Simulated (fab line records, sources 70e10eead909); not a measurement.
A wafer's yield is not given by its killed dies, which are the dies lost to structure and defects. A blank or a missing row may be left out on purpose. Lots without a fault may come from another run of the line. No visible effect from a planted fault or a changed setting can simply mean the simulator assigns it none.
Which tool is to blame? || flow nand harc || Sampling: 13 lots, 39 wafers, 5 of 1302 route steps

WHAT THE GAUGES READ, wafer by wafer
NHARC_HYBRID_BOND_OVL_MEAS_05. Usual: overlay x nm 6 nm, standard deviation 35; overlay y nm -1 nm, standard deviation 31.
{"lot": "L201", "measured": "day 24 14:28", "on": "overlay-02", "overlay x nm (nm)": "57 -73 11", "overlay y nm (nm)": "-1 -49 -32", "flag": ""}
{"lot": "L202", "measured": "day 25 09:37", "on": "overlay-02", "overlay x nm (nm)": "38 -13 19", "overlay y nm (nm)": "56 19 74", "flag": ""}
{"lot": "L204", "measured": "day 25 20:26", "on": "overlay-01", "overlay x nm (nm)": "12 1 -2", "overlay y nm (nm)": "-25 -19 -17", "flag": ""}
{"lot": "L206", "measured": "day 26 15:38", "on": "overlay-02", "overlay x nm (nm)": "-21 8 63", "overlay y nm (nm)": "-8 14 -6", "flag": ""}
{"lot": "L207", "measured": "day 26 15:38", "on": "overlay-01", "overlay x nm (nm)": "57 -60 4", "overlay y nm (nm)": "31 18 -63", "flag": ""}
{"lot": "L208", "measured": "day 27 15:34", "on": "overlay-02", "overlay x nm (nm)": "-1 43 19", "overlay y nm (nm)": "16 -21 3", "flag": ""}
{"lot": "L216", "measured": "day 30 13:01", "on": "overlay-02", "overlay x nm (nm)": "-30 -15 -20", "overlay y nm (nm)": "-3 -8 -9", "flag": ""}
{"lot": "L217", "measured": "day 30 13:01", "on": "overlay-02", "overlay x nm (nm)": "-17 50 -10", "overlay y nm (nm)": "31 -27 -90", "flag": ""}
{"lot": "L218", "measured": "day 31 22:55", "on": "overlay-01", "overlay x nm (nm)": "-15 -29 30", "overlay y nm (nm)": "2 -39 19", "flag": ""}
{"lot": "L219", "measured": "day 31 13:44", "on": "overlay-01", "overlay x nm (nm)": "-30 101 13", "overlay y nm (nm)": "-5 -24 24", "flag": ""}
{"lot": "L220", "measured": "day 33 15:11", "on": "overlay-01", "overlay x nm (nm)": "85 -44 5", "overlay y nm (nm)": "3 -11 -8", "flag": ""}
{"lot": "L221", "measured": "day 33 10:37", "on": "overlay-01", "overlay x nm (nm)": "22 -22 -49", "overlay y nm (nm)": "-9 0 10", "flag": ""}
{"lot": "L223", "measured": "day 33 10:37", "on": "overlay-02", "overlay x nm (nm)": "-34 31 10", "overlay y nm (nm)": "-16 -11 30", "flag": ""}

NHARC_END_SORT_01. Usual: killed at array 58, standard deviation 20; killed at other 0.9, standard deviation 1.4; killed at periphery 4, standard deviation 3.1; killed dies 63, standard deviation 20; killed open 3.3, standard deviation 1.8; killed short 2.4, standard deviation 1.5.
{"lot": "L207", "measured": "day 27 10:04", "on": "prober-01", "killed at array": "174 179 174", "killed at other": "5 2 1", "killed at periphery": "4 1 1", "killed dies": "183 182 176", "killed open": "0 3 5", "killed short": "1 1 3", "flag": "OFF"}
{"lot": "L208", "measured": "day 28 09:01", "on": "prober-02", "killed at array": "125 121 129", "killed at other": "3 3 1", "killed at periphery": "0 0 1", "killed dies": "128 124 131", "killed open": "2 4 3", "killed short": "3 2 3", "flag": "OFF"}

WHAT TOOL EACH LOT RAN ON (gives the tool, then ch and the chambers of the sampled wafers, and finally the start)
{"lot": "L201", "NHARC_A_CHANNEL_FILL_D1_ALD_03": "ald sin batch-02 ch 0, day 9 22:13", "NHARC_THIN_TSV_ETCH_15": "rie si-02 ch 0,1, day 25 04:22", "NHARC_THIN_TSV_STRIP_56": "plasma asher-02 ch 0,1, day 25 10:17"}
{"lot": "L202", "NHARC_A_CHANNEL_FILL_D1_ALD_03": "ald sin batch-02 ch 0, day 9 22:13", "NHARC_THIN_TSV_ETCH_15": "rie si-02 ch 0,1,3, day 25 13:09", "NHARC_THIN_TSV_STRIP_56": "plasma asher-01 ch 0,1, day 25 19:04"}
{"lot": "L204", "NHARC_A_CHANNEL_FILL_D1_ALD_03": "ald sin batch-03 ch 0, day 10 13:31", "NHARC_THIN_TSV_ETCH_15": "rie si-04 ch 0,2,3, day 25 23:53", "NHARC_THIN_TSV_STRIP_56": "plasma asher-01 ch 0,1, day 26 05:32"}
{"lot": "L206", "NHARC_A_CHANNEL_FILL_D1_ALD_03": "ald sin batch-03 ch 0, day 11 08:59", "NHARC_THIN_TSV_ETCH_15": "rie si-04 ch 0,3, day 26 19:11", "NHARC_THIN_TSV_STRIP_56": "plasma asher-02 ch 0,1, day 27 00:56"}
{"lot": "L207", "NHARC_A_CHANNEL_FILL_D1_ALD_03": "ald sin batch-03 ch 0, day 11 20:53", "NHARC_THIN_TSV_ETCH_15": "rie si-02 ch 0,1,2, day 26 20:23", "NHARC_THIN_TSV_STRIP_56": "plasma asher-01 ch 0,1, day 27 02:09"}
{"lot": "L208", "NHARC_A_CHANNEL_FILL_D1_ALD_03": "ald sin batch-03 ch 0, day 12 06:22", "NHARC_THIN_TSV_ETCH_15": "rie si-03 ch 0,2, day 27 18:59", "NHARC_THIN_TSV_STRIP_56": "plasma asher-01 ch 0,1, day 28 00:39"}
{"lot": "L216", "NHARC_A_CHANNEL_FILL_D1_ALD_03": "ald sin batch-03 ch 0, day 15 16:08", "NHARC_THIN_TSV_ETCH_15": "rie si-02 ch 2,3, day 30 20:17", "NHARC_THIN_TSV_STRIP_56": "plasma asher-02 ch 0,1, day 31 02:07"}
{"lot": "L217", "NHARC_A_CHANNEL_FILL_D1_ALD_03": "ald sin batch-03 ch 0, day 15 16:08", "NHARC_THIN_TSV_ETCH_15": "rie si-03 ch 2,3, day 30 16:43", "NHARC_THIN_TSV_STRIP_56": "plasma asher-01 ch 0,1, day 30 22:40"}
{"lot": "L218", "NHARC_A_CHANNEL_FILL_D1_ALD_03": "ald sin batch-02 ch 0, day 16 23:00", "NHARC_THIN_TSV_ETCH_15": "rie si-02 ch 2,3, day 32 03:23", "NHARC_THIN_TSV_STRIP_56": "plasma asher-01 ch 0,1, day 32 09:35"}
{"lot": "L219", "NHARC_A_CHANNEL_FILL_D1_ALD_03": "ald sin batch-02 ch 0, day 16 23:00", "NHARC_THIN_TSV_ETCH_15": "rie si-04 ch 2,3, day 31 17:17", "NHARC_THIN_TSV_STRIP_56": "plasma asher-02 ch 0,1, day 31 23:00"}
{"lot": "L220", "NHARC_A_CHANNEL_FILL_D1_ALD_03": "ald sin batch-03 ch 0, day 17 13:20", "NHARC_THIN_TSV_ETCH_15": "rie si-02 ch 0,2,3, day 33 18:44", "NHARC_THIN_TSV_STRIP_56": "plasma asher-01 ch 0,1, day 34 00:41"}
{"lot": "L221", "NHARC_A_CHANNEL_FILL_D1_ALD_03": "ald sin batch-02 ch 0, day 17 22:32", "NHARC_THIN_TSV_ETCH_15": "rie si-04 ch 0,1, day 33 15:28", "NHARC_THIN_TSV_STRIP_56": "plasma asher-02 ch 0,1, day 33 21:20"}
{"lot": "L223", "NHARC_A_CHANNEL_FILL_D1_ALD_03": "ald sin batch-03 ch 0, day 18 16:14", "NHARC_THIN_TSV_ETCH_15": "rie si-03 ch 0,1, day 33 14:10", "NHARC_THIN_TSV_STRIP_56": "plasma asher-01 ch 0,1, day 33 20:19"}
- NHARC_A_CHANNEL_FILL_D1_ALD_03: deposits SiNx, target thk 6 nm, pulse time 60 s, ald cycles 58.
- NHARC_THIN_TSV_ETCH_15: target depth 3000 nm, bosch target overetch cycles 2, bosch etch step 2.8 s.
- NHARC_THIN_TSV_STRIP_56: strips in O2.

AS READ BY THE TOOLS THEMSELVES (means over the sampled wafers that have a number; for cases with no such wafer, the mark the record gives instead)
NHARC_A_CHANNEL_FILL_D1_ALD_03. Usual: chamber pressure Torr 2.000 Torr, standard deviation 0.0047; precursor pulse height rel 1.000, standard deviation 0.023.
{"lot": "L201", "tool": "ald sin batch-02", "chamber pressure Torr (Torr)": 2.000, "precursor pulse height rel": 0.988, "flag": ""}
{"lot": "L202", "tool": "ald sin batch-02", "chamber pressure Torr (Torr)": 1.999, "precursor pulse height rel": 1.012, "flag": ""}
{"lot": "L204", "tool": "ald sin batch-03", "chamber pressure Torr (Torr)": 2.002, "precursor pulse height rel": 1.011, "flag": ""}
{"lot": "L206", "tool": "ald sin batch-03", "chamber pressure Torr (Torr)": 2.002, "precursor pulse height rel": 0.987, "flag": ""}
{"lot": "L207", "tool": "ald sin batch-03", "chamber pressure Torr (Torr)": 2.004, "precursor pulse height rel": 0.998, "flag": ""}
{"lot": "L208", "tool": "ald sin batch-03", "chamber pressure Torr (Torr)": 2.002, "precursor pulse height rel": 0.987, "flag": ""}
{"lot": "L216", "tool": "ald sin batch-03", "chamber pressure Torr (Torr)": 2.004, "precursor pulse height rel": 1.007, "flag": ""}
{"lot": "L217", "tool": "ald sin batch-03", "chamber pressure Torr (Torr)": 1.999, "precursor pulse height rel": 1.003, "flag": ""}
{"lot": "L218", "tool": "ald sin batch-02", "chamber pressure Torr (Torr)": 1.999, "precursor pulse height rel": 0.990, "flag": ""}
{"lot": "L219", "tool": "ald sin batch-02", "chamber pressure Torr (Torr)": 1.999, "precursor pulse height rel": 0.995, "flag": ""}
{"lot": "L220", "tool": "ald sin batch-03", "chamber pressure Torr (Torr)": 2.003, "precursor pulse height rel": 1.013, "flag": ""}
{"lot": "L221", "tool": "ald sin batch-02", "chamber pressure Torr (Torr)": 1.995, "precursor pulse height rel": 0.982, "flag": ""}
{"lot": "L223", "tool": "ald sin batch-03", "chamber pressure Torr (Torr)": 1.995, "precursor pulse height rel": 0.995, "flag": ""}

NHARC_THIN_TSV_ETCH_15. Usual: drypump motor current A at 5.7 A, with a standard deviation of 0.39.
{"lot": "L201", "tool": "rie si-02", "drypump motor current A (A)": 5.5, "flag": ""}
{"lot": "L202", "tool": "rie si-02", "drypump motor current A (A)": 5.6, "flag": ""}
{"lot": "L204", "tool": "rie si-04", "drypump motor current A (A)": 5.6, "flag": ""}
{"lot": "L206", "tool": "rie si-04", "drypump motor current A (A)": 5.7, "flag": ""}
{"lot": "L207", "tool": "rie si-02", "drypump motor current A (A)": 5.6, "flag": ""}
{"lot": "L208", "tool": "rie si-03", "drypump motor current A (A)": 5.7, "flag": ""}
{"lot": "L216", "tool": "rie si-02", "drypump motor current A (A)": 5.7, "flag": ""}
{"lot": "L217", "tool": "rie si-03", "drypump motor current A (A)": 5.2, "flag": ""}
{"lot": "L218", "tool": "rie si-02", "drypump motor current A (A)": 5.7, "flag": ""}
{"lot": "L219", "tool": "rie si-04", "drypump motor current A (A)": 5.4, "flag": ""}
{"lot": "L220", "tool": "rie si-02", "drypump motor current A (A)": 5.8, "flag": ""}
{"lot": "L221", "tool": "rie si-04", "drypump motor current A (A)": 5.7, "flag": ""}
{"lot": "L223", "tool": "rie si-03", "drypump motor current A (A)": 6.0, "flag": ""}

NHARC_THIN_TSV_STRIP_56. Usual: drypump motor current A 5.8 A, standard deviation 0.33; heater power w 334 W, standard deviation 43.
{"lot": "L201", "tool": "plasma asher-02", "drypump motor current A (A)": 6.0, "heater power w (W)": 368, "flag": ""}
{"lot": "L202", "tool": "plasma asher-01", "drypump motor current A (A)": 5.7, "heater power w (W)": 309, "flag": ""}
{"lot": "L204", "tool": "plasma asher-01", "drypump motor current A (A)": 5.7, "heater power w (W)": 307, "flag": ""}
{"lot": "L206", "tool": "plasma asher-02", "drypump motor current A (A)": 6.2, "heater power w (W)": 389, "flag": ""}
{"lot": "L207", "tool": "plasma asher-01", "drypump motor current A (A)": 5.5, "heater power w (W)": 297, "flag": ""}
{"lot": "L208", "tool": "plasma asher-01", "drypump motor current A (A)": 5.5, "heater power w (W)": 298, "flag": ""}
{"lot": "L216", "tool": "plasma asher-02", "drypump motor current A (A)": 6.2, "heater power w (W)": 389, "flag": ""}
{"lot": "L217", "tool": "plasma asher-01", "drypump motor current A (A)": 5.5, "heater power w (W)": 297, "flag": ""}
{"lot": "L218", "tool": "plasma asher-01", "drypump motor current A (A)": 5.7, "heater power w (W)": 308, "flag": ""}
{"lot": "L219", "tool": "plasma asher-02", "drypump motor current A (A)": 6.0, "heater power w (W)": 377, "flag": ""}
{"lot": "L220", "tool": "plasma asher-01", "drypump motor current A (A)": 5.5, "heater power w (W)": 297, "flag": ""}
{"lot": "L221", "tool": "plasma asher-02", "drypump motor current A (A)": 6.0, "heater power w (W)": 372, "flag": ""}
{"lot": "L223", "tool": "plasma asher-01", "drypump motor current A (A)": 5.5, "heater power w (W)": 296, "flag": ""}

THE ANSWER, worked out from the rows above alone
Rule: lot off if the mean of its wafers having a number is beyond 3 standard deviations from the usual mean. A lot without any number at a reading at which 4 lots or more have one is off too. All remaining lots with rows at the step are treated as sound. After the gauges, taken in route order, come the tools' own readings; for these a lot's mean is taken, as printed above. At the first step where some lot is off, the reading lying furthest off is the one used; lots without a number count as furthest.
Off: L207, L208 (NHARC_END_SORT_01, killed at array). Neither off nor sound, because the step has no rows for them: L201, L202, L204, L206, L216, L217, L218, L219, L220, L221, L223.
If a tool, at a process step before that reading, ran all the lots that are off and no sound lot after the first of them, it fits. Those tools and the gauges at NHARC_END_SORT_01 are tried in the same way. Can't be told from this: 2 tools fit, ald sin batch-03 at NHARC_A_CHANNEL_FILL_D1_ALD_03, plasma asher-01 at NHARC_THIN_TSV_STRIP_56.

WHAT THE SIMULATOR HAD PUT IN
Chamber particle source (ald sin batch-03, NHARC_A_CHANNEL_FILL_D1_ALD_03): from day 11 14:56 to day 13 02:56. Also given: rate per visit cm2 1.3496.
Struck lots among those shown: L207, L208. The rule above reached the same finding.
